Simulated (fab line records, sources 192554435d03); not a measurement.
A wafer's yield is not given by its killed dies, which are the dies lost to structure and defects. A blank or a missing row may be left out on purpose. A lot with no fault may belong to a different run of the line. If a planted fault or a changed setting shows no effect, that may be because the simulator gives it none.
3 desks looking at one fault -- flow n5_finfet -- each desk has only its own numbers; what lay behind them comes last

== FROM THE METROLOGY DESK ==
What the gauges read, lot by lot, whatever tool the lot ran on: means of the sampled wafers that have a number. Marked OUT: a lot whose mean sits more than 4 standard deviations from the usual mean, which makes it out of limits; the brackets give that distance. Readings shown: 7 out of 11 (the first out of limits, and those lying furthest out on some lot).
Columns: A = CJ_P at N5_BEOL_M4_RC_MEAS_101, usual 5.80; B = DIBL_P at N5_BEOL_M4_RC_MEAS_101, usual 36.3 mV/V; C = IOFF_N at N5_BEOL_M4_RC_MEAS_101, usual 0.16 nA/um; D = ION_P at N5_BEOL_M4_RC_MEAS_101, usual 461 uA/um; E = SS_N at N5_BEOL_M4_RC_MEAS_101, usual 71.5 mV/dec; F = VT_N at N5_BEOL_M4_RC_MEAS_101, usual 250 mV; G = VT_P at N5_BEOL_M4_RC_MEAS_101, usual -251 mV
lot,first seen here,A,B,C,D,E,F,G
L179,day 9 01:31,5.78,39.9,0.25,461,72.6,242,-248
L180,day 9 13:10,5.63,37.1,0.18,462,71.9,249,-250
L184,day 9 21:37,4.65 (-6.8) OUT,37.2,0.17,476,71.9,250,-244
L186,day 10 21:47,4.53 (-7.5) OUT,37.4,0.18,456,71.8,248,-252
L192,day 12 04:41,5.74,35.3,0.15,452,71.4,250,-259
L195,day 12 23:26,5.83,37.3,0.18,469,71.5,249,-249
L196,day 13 02:16,5.99,38.3,0.18,481,71.5,247,-246
L197,day 13 05:31,5.91,33.7,0.14,453,71.4,250,-252
L198,day 13 08:58,5.63,37.3,0.17,458,71.6,250,-253
This desk's finding: out of limits on L184, L186; first on L184, day 9 21:37 (CJ_P at N5_BEOL_M4_RC_MEAS_101). Within limits: L179, L180, L192, L195, L196, L197, L198.

== THE DEFECT DESK ==
Per lot, the means of the sampled wafers with a number show what the inspections along the route counted. Marked OUT: a lot whose mean sits more than 4 standard deviations from the usual mean, which makes it out of limits; the brackets give that distance.
Columns: A = raw_defect_count at N5_WELL_APT_INSPECT_27, usual 2
lot,first seen here,A
L179,day 2 15:13,1
L180,day 2 21:11,3
L184,day 3 21:03,3
L186,day 4 09:33,2
L192,day 5 21:11,4
L195,day 6 15:07,2
L196,day 6 21:09,2
L197,day 7 03:19,2
L198,day 7 08:55,2
Finding of this desk: none of the 9 lots has anything out of limits.

== AT THE TOOL OWNER'S DESK: implanter-01 ==
The tool's own readings at N5_WELL_APT_IMPLANT_15: means of the sampled wafers that have a number, for each lot that ran on this tool. Marked OUT: a lot whose mean sits more than 4 standard deviations from the usual mean, which makes it out of limits; the brackets give that distance.
Columns: A = beam_energy_keV at N5_WELL_APT_IMPLANT_15, usual 25.000; B = beam_on_s at N5_WELL_APT_IMPLANT_15, usual 10.02 s; C = dose_ions_cm2 at N5_WELL_APT_IMPLANT_15, usual 1.4998e+13; D = faraday_current_uA at N5_WELL_APT_IMPLANT_15, usual 190
lot,first seen here,A,B,C,D
L179,day 2 13:58,24.998,10.01,1.5001e+13,190
L180,day 2 20:22,25.004,9.98,1.4989e+13,191
L184,day 3 20:09,24.993,10.04,9.2927e+12 (-99 or more) OUT,118 (-19) OUT
L186,day 4 08:29,24.997,9.85,9.2570e+12 (-99 or more) OUT,120 (-19) OUT
L196,day 6 20:13,25.008,9.99,1.4995e+13,190
L198,day 7 08:05,25.007,10.22,1.4993e+13,186
This desk finds L184, L186 out of limits, L184 being first, at day 3 20:09 (dose_ions_cm2 at N5_WELL_APT_IMPLANT_15). Within limits: L179, L180, L196, L198.

== ALL TOGETHER ==
The tool owner's desk could have raised an alarm at day 3 20:09, on L184, L186.
The metrology desk could have raised an alarm at day 9 21:37, on L184, L186.
No out-of-limits result turned up at the defect desk.
The defect desk has L184, L186 on record, within its limits.
N5_WELL_APT_IMPLANT_15 was run on implanter-01 by each of the lots named.

== WHAT THE SIMULATOR HAD INSERTED ==
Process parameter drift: implanter-01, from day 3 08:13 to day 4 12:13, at N5_WELL_APT_IMPLANT_15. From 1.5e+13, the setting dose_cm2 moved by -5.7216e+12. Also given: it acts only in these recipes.
Struck lots among those shown: L184, L186.
Fault start to first reading out of limits, in hours, per desk: tool owner, 12; metrology, 157.
